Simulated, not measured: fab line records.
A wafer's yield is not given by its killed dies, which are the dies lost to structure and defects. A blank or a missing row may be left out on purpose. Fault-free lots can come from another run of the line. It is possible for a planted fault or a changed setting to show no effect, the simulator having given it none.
Chamber matching | flow n5-finfet | 4 sister chambers for N5_BEOL_M0_SAQP_SPACER1_ALD_98 on ald-sin-03
The step deposits SiO2, target thk 12.8 nm, pulse time 1 s, purge time 2 s. 33 wafers are shown with their chamber, then 12 later ones without.

## WAFERS PAIRED WITH THEIR CHAMBERS
wafer  | chamber | heater-power-w (W) | precursor-pulse-height-rel
L075.1 | 2       | 401                | 0.978
L075.2 | 1       | 554                | 0.972
L075.3 | 3       | 504                | 0.993
L075.4 | 0       | 425                | 0.989
L075.5 | 0       | 428                | 0.995
L075.6 | 3       | 490                | 0.965
L076.1 | 3       | 498                | 1.009
L076.4 | 0       | 420                | 1.026
L076.6 | 3       | 508                | 1.041
L077.2 | 3       | 489                | 1.002
L077.3 | 2       | 386                | 1.036
L077.5 | 2       | 391                | 1.000
L079.2 | 2       | 392                | 0.988
L079.4 | 0       | 427                | 0.983
L079.6 | 0       | 426                | 0.996
L080.1 | 2       | 396                | 1.005
L080.2 | 1       | 571                | 1.017
L080.3 | 3       | 495                | 1.018
L080.4 | 0       | 439                | 0.977
L080.5 | 1       | 570                | 0.975
L080.6 | 0       | 428                | 1.028
L081.3 | 3       | 493                | 0.994
L081.5 | 3       | 496                | 0.977
L081.6 | 2       | 399                | 0.999
L082.1 | 2       | 394                | 1.017
L082.2 | 1       | 555                | 0.985
L082.5 | 1       | 566                | 0.992
L084.1 | 2       | 397                | 0.975
L084.2 | 1       | 579                | 1.006
L084.3 | 3       | 495                | 1.000
L087.1 | 2       | 385                | 0.997
L087.2 | 1       | 564                | 0.981
L087.3 | 3       | 488                | 1.028

SIGNATURES, as means of the wafers listed above
reading                    | chamber 0 | chamber 1 | chamber 2 | chamber 3 | scatter within a chamber
heater-power-w             | 427.57    | 565.57    | 393.44    | 495.60    | 6.66
precursor-pulse-height-rel | 0.99914   | 0.98971   | 0.99944   | 1.00270   | 0.02
Rule: for a wafer and a chamber, the distance is found by dividing, reading by reading, the gap between the wafer's reading and the chamber's mean by the reading's scatter, squaring, summing and taking the root. The wafer belongs to the nearest chamber; if the next one is less than 2 further off, it can't be placed. The scatter: take each reading less its chamber's mean, square it, sum over the shown wafers, divide by the number of wafers less the number of chambers, and take the root.

## WAFERS WITHOUT THEIR CHAMBER
wafer  | heater-power-w (W) | precursor-pulse-height-rel
L087.4 | 431                | 1.002
L087.5 | 495                | 0.995
L087.6 | 416                | 0.976
L090.1 | 436                | 1.021
L090.2 | 570                | 1.031
L090.3 | 492                | 0.967
L090.4 | 391                | 0.980
L090.5 | 426                | 1.019
L090.6 | 491                | 1.017
L091.1 | 392                | 1.021
L091.2 | 572                | 0.985
L091.6 | 420                | 0.991

## EACH ONE'S CHAMBER
wafer  | from the rows above     | in truth
L087.4 | 0                       | 0
L087.5 | 3                       | 3
L087.6 | can't be placed: 0 or 2 | 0
L090.1 | 0                       | 0
L090.2 | 1                       | 1
L090.3 | 3                       | 3
L090.4 | 2                       | 2
L090.5 | 0                       | 0
L090.6 | 3                       | 3
L091.1 | 2                       | 2
L091.2 | 1                       | 1
L091.6 | 0                       | 0
Correctly placed: 11 of 12. Unplaceable from these rows: 1, with the true chamber sitting among the candidates in 1. Number placed wrongly: 0.
